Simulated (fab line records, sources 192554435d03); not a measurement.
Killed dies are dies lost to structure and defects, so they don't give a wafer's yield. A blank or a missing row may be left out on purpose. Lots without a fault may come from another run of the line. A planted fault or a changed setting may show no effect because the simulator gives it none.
Chamber matching | flow n5_finfet | N5_GATE_CUT_STRIP_42 on rie_diel-03: 4 sister chambers
The step strips in O2. 8 wafers are shown with their chamber, then 12 later ones without.

WAFERS WITH THEIR CHAMBER
wafer  | chamber | drypump_motor_current_A (A) | throttle_valve_pct (%)
L084.4 | 0       | 4.8                         | 16.42
L086.3 | 1       | 6.0                         | 16.77
L086.4 | 0       | 4.7                         | 16.42
L088.1 | 1       | 6.1                         | 16.78
L088.2 | 3       | 5.5                         | 16.44
L089.2 | 3       | 5.5                         | 16.46
L089.3 | 2       | 5.3                         | 16.92
L089.5 | 2       | 5.3                         | 16.94

WAFERS WITHOUT THEIR CHAMBER
wafer  | drypump_motor_current_A (A) | throttle_valve_pct (%)
L090.2 | 4.8                         | 16.44
L090.3 | 5.3                         | 16.93
L090.6 | 5.3                         | 16.93
L092.1 | 5.5                         | 16.44
L092.2 | 6.0                         | 16.80
L092.6 | 6.0                         | 16.78
L094.1 | 5.3                         | 16.94
L094.2 | 5.5                         | 16.46
L094.3 | 6.0                         | 16.82
L096.2 | 4.8                         | 16.46
L096.3 | 5.5                         | 16.46
L096.6 | 4.8                         | 16.45

WHICH CHAMBER EACH WENT THROUGH
wafer  | from the rows above | in truth
L090.2 | 0                   | 0
L090.3 | 2                   | 2
L090.6 | 2                   | 2
L092.1 | 3                   | 3
L092.2 | 1                   | 1
L092.6 | 1                   | 1
L094.1 | 2                   | 2
L094.2 | 3                   | 3
L094.3 | 1                   | 1
L096.2 | 0                   | 0
L096.3 | 3                   | 3
L096.6 | 0                   | 0
Placed correctly: 12 of 12. Can't be placed from these rows: 0. Placed wrongly: 0.
How it was worked out, from the rows above alone: a wafer's distance from a chamber is the root of the sum, over the readings, of the square of ((its reading less the chamber's mean) divided by the reading's scatter). The wafer belongs to the nearest chamber; if the next one is less than 2 further off, it can't be placed. A chamber's mean is the mean of its shown wafers. The scatter: the root of (the sum of the squares of (reading less its chamber's mean) over the shown wafers, divided by (wafers less chambers)).
